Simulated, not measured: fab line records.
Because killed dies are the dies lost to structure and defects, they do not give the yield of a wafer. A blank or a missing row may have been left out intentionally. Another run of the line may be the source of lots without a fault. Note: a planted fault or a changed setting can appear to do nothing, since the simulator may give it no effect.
One fault seen from 2 desks | flow nand harc | each desk holds nothing but its own numbers, with what lay behind them at the end

## FROM THE METROLOGY DESK
Lot by lot, what the gauges showed, no matter which tool ran the lot: averages of those sampled wafers that carry a number. The brackets show how far a lot's mean lies from the usual mean; more than 4 standard deviations puts the lot out of limits, marked OUT.
Columns: A = overlay x nm at NHARC_HYBRID_BOND_OVL_MEAS_05, usual 1 nm; B = overlay y nm at NHARC_HYBRID_BOND_OVL_MEAS_05, usual 2 nm
lot  | first seen here | A   | B
L523 | day 24 07:34    | 31  | 28
L525 | day 24 14:01    | -4  | -12
L527 | day 24 14:01    | 0   | -25
L531 | day 27 10:29    | 2   | -28
L535 | day 29 03:33    | 3   | -1
L541 | day 31 12:08    | -19 | -15
L544 | day 32 17:41    | 9   | 10
L543 | day 33 16:26    | -23 | 0
L545 | day 34 04:29    | 8   | -8
This desk's verdict: no lot among the 9 shows anything out of limits.

## AT THE TOOL OWNER'S DESK: pecvd-02
The tool's own readings at NHARC_THIN_TSV_DEP_47 (deposits SiO2, target thk 200 nm): means of the sampled wafers that have a number, for each lot that ran on this tool. The brackets show how far a lot's mean lies from the usual mean; more than 4 standard deviations puts the lot out of limits, marked OUT.
Columns: A = throttle valve pct at NHARC_THIN_TSV_DEP_47, usual 16.0 %
lot  | first seen here | A
L527 | day 24 18:39    | 16.1
L531 | day 27 15:04    | 15.8
L544 | day 32 22:09    | 16.4
L543 | day 33 21:01    | 16.2
This desk's verdict: no lot among the 4 shows anything out of limits.

## BROUGHT TOGETHER
At the metrology desk, nothing out of limits was observed.
Nothing out of limits was seen by the tool owner's desk.

## WHAT THE SIMULATOR HAD INSERTED
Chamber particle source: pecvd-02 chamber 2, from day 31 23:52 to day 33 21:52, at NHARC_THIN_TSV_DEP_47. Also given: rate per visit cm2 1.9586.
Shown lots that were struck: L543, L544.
